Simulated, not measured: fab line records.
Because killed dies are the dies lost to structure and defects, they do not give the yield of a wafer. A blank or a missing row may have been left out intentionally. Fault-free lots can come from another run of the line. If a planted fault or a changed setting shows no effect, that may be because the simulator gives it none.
Lot-split experiment ; flow n5_finfet ; 7 lots, 21 wafers read, on a route of 1938 steps

== ABOUT THE SPLIT ==
At N5_BEOL_M13_COAT_04 (resist thk 400 nm), the setting spin_rpm was moved away from the recipe's 1625 rpm on 5 of the 21 wafers read, by -5.4% to +6.7%. This setting was run at the recipe's value on the other wafers.

== FROM THE SPLIT TO THE READING: what the file shows between them, 7 steps ==
- N5_BEOL_M13_EXPOSE_07: exposes mask V12 (also split here: dose_mj)
- N5_BEOL_M13_PEB_08: peb time 90 s
- N5_BEOL_M13_DEVELOP_09: develop time 45 s
- N5_BEOL_M13_HARDBAKE_14: time 120 s
- N5_BEOL_M13_CD_MEAS_10: target cd 190 nm
- N5_BEOL_M13_DESCUM_15: chemistry O2, time 7.9 s
- N5_BEOL_M13_ETCH_59: etches BARC in N2/H2, target depth 89 nm, overetch 26.7 nm, time 67.9 s

== THE READING ==
coat_of_BEOL_M13_COAT_04.thk_nm (the simulator's own value, which no gauge read), in nm, at N5_BEOL_M13_VIA_ETCH_16 (etches SiOC in C4F8/O2/Ar, target depth 921.7 nm). The file gives no usual value for it. Here, 16 wafers ran the recipe; their average is 70.8 nm with a standard deviation of 4.2 nm.

wafer;tool, chamber at the split;spin_rpm as run, rpm;against the recipe;coat_of_BEOL_M13_COAT_04.thk_nm, nm;against lot-mates on the recipe
L080.1;litho_track-04, 0;1625;recipe;78.2;-
L080.3;litho_track-04, 0;1625;recipe;72.8;-
L080.6;litho_track-04, 0;1625;recipe;67.6;-
L084.1;litho_track-01, 0;1625;recipe;73.2;-
L084.3;litho_track-01, 0;1692;+4.1%;64.4;-8.8
L084.6;litho_track-01, 0;1692;+4.1%;60.2;-13.0
L083.2;litho_track-04, 0;1625;recipe;72.4;-
L083.4;litho_track-04, 0;1625;recipe;72.6;-
L083.6;litho_track-04, 0;1625;recipe;66.8;-
L086.1;litho_track-01, 0;1730;+6.5%;60.4;-7.9
L086.4;litho_track-01, 0;1625;recipe;67.8;-
L086.6;litho_track-01, 0;1625;recipe;68.8;-
L090.1;litho_track-02, 0;1625;recipe;79.2;-
L090.3;litho_track-02, 0;1625;recipe;76.2;-
L090.5;litho_track-02, 0;1734;+6.7%;56.2;-21.5
L093.2;litho_track-02, 0;1538;-5.4%;83.8;+16.9
L093.3;litho_track-02, 0;1625;recipe;68.6;-
L093.5;litho_track-02, 0;1625;recipe;65.2;-
L097.2;litho_track-01, 0;1625;recipe;68.8;-
L097.3;litho_track-01, 0;1625;recipe;70;-
L097.5;litho_track-01, 0;1625;recipe;64.6;-

THE FIT
A straight line over all 21 wafers: coat_of_BEOL_M13_COAT_04.thk_nm changes by -2.06 nm for each +1% of spin_rpm; r = -0.81; the points scatter about the line by 4 nm.
The same after taking each lot's own level away (the mean of its wafers on the recipe; 21 wafers): -2.55 nm for each +1%; r = -0.90; scatter 3.4 nm.
That fit puts the effect of the largest move of spin_rpm on the reading at 17 nm.
The span of the lots' own levels, 66.90 to 77.70 nm, comes to 2.5 times the standard deviation stated above.
In other words, the slope is changed by the lot-to-lot level; the two fits disagree.
Check: for one of the wafers moved furthest among these (+6.7%), held out of the fit, the line's prediction against its lot-mates is -14.7 nm. Against them it came out at -21.5 nm.

== FURTHER SPLITS ON THESE WAFERS ==
These wafers also went through other splits before the reading. Each is held against what the fit with the lots' levels taken away leaves over:
other split on the same wafers;wafers away from the commonest value;r with coat_of_BEOL_M13_COAT_04.thk_nm (lot level and that fit taken away)
N5_BEOL_M8_DEP_56 time_s;5;+0.04
N5_BEOL_M11_COAT_59 spin_rpm;7;-0.28
N5_BEOL_M11_EXPOSE_08 dose_mj;3;+0.13
N5_BEOL_M11_ETCH_62 time_s;8;+0.40
N5_BEOL_M11_COAT_22 spin_rpm;10;-0.16
N5_BEOL_M13_EXPOSE_07 dose_mj;9;+0.01

== THE WHOLE CHAIN: every reading that the file lists as answering this split, in the file's order ==
step;what it does;reading;change (the file's fit);r (the file's)
N5_BEOL_M13_COAT_04;resist thk 400 nm;coat_of_BEOL_M13_COAT_04.thk_nm (the simulator's own value, which no gauge read);-1.98 nm for each +1% of the setting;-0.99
N5_BEOL_M13_ETCH_59;etches BARC in N2/H2, target depth 89 nm, overetch 26.7 nm, time 67.9 s;coat_of_BEOL_M13_COAT_04.thk_nm (the simulator's own value, which no gauge read);-2.06 nm for each +1% of the setting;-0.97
N5_BEOL_M13_VIA_ETCH_16;etches SiOC in C4F8/O2/Ar, target depth 921.7 nm;coat_of_BEOL_M13_COAT_04.thk_nm (the simulator's own value, which no gauge read);-2.5 nm for each +1% of the setting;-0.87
N5_BEOL_M13_STRIP_63;strips in N2/H2;strip_time_to_endpoint_s;withheld for each +1% of the setting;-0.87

== FILE'S OWN FIT ==
coat_of_BEOL_M13_COAT_04.thk_nm changes by -2.5 nm for each +1% of spin_rpm, r = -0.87.
